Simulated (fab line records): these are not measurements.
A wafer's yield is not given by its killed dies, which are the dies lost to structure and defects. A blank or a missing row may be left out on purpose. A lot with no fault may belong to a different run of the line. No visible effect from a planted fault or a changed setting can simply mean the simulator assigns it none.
Chamber matching ; flow nand-harc ; 4 sister chambers for NHARC_A_BONDPAD_ETCH_12 on rie-diel-02
The step etches the open film in CHF3/O2, target depth 220 nm, time 110 s. 16 wafers are shown with their chamber, then 7 later ones without.

EACH WAFER AND ITS CHAMBER
wafer;chamber;showerhead-plenum-p-Torr (Torr);drypump-motor-current-A (A);rf-vpp-V (V)
L963.1;1;2.30;5.8;368.8
L963.2;0;2.49;6.0;371.4
L963.6;1;2.30;5.8;369.5
L965.1;2;2.30;5.9;368.4
L965.4;1;2.30;5.8;366.7
L965.5;1;2.30;5.8;368.5
L964.1;3;2.54;6.1;372.2
L964.4;1;2.30;5.8;368.7
L964.5;2;2.30;6.0;368.3
L966.2;1;2.30;5.8;367.6
L966.4;3;2.54;6.1;374.6
L966.5;2;2.31;6.0;368.5
L973.1;1;2.30;5.8;368.3
L973.4;3;2.54;6.1;374.1
L973.5;1;2.30;5.8;368.5
L976.2;3;2.54;6.1;373.2

SIGNATURES (averages over the wafers above)
reading;chamber 0;chamber 1;chamber 2;chamber 3;scatter within a chamber
showerhead-plenum-p-Torr;2.4900;2.3000;2.3033;2.5400;0.00236
drypump-motor-current-A;6.000;5.800;5.967;6.100;0.0236
rf-vpp-V;371.400;368.325;368.400;373.525;0.834
Rule: for each reading, subtract the chamber's mean from the wafer's reading, divide by that reading's scatter and square the result; add these up over the readings and take the root, which gives the wafer's distance from the chamber. If the next closest chamber is less than 2 further off than the closest, the wafer can't be placed; otherwise it belongs to the closest. The scatter is the square root of a quotient: the sum, over the shown wafers, of each reading's squared deviation from its chamber's mean, divided by wafers minus chambers.

WAFERS WHOSE CHAMBER IS MISSING
wafer;showerhead-plenum-p-Torr (Torr);drypump-motor-current-A (A);rf-vpp-V (V)
L976.3;2.30;5.8;369.1
L974.3;2.30;5.8;367.4
L975.3;2.54;6.1;375.3
L975.4;2.30;5.9;369.0
L985.1;2.30;6.0;369.0
L985.4;2.30;5.8;367.8
L985.6;2.30;6.0;369.1

CHAMBER TAKEN BY EACH
wafer;from the rows above;in truth
L976.3;1;1
L974.3;1;1
L975.3;3;3
L975.4;can't be placed: 2 or 1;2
L985.1;2;2
L985.4;1;1
L985.6;2;2
6 of 7 placed correctly. Not placeable from these rows: 1 (in 1, the candidates include the true chamber). 0 placed wrongly.
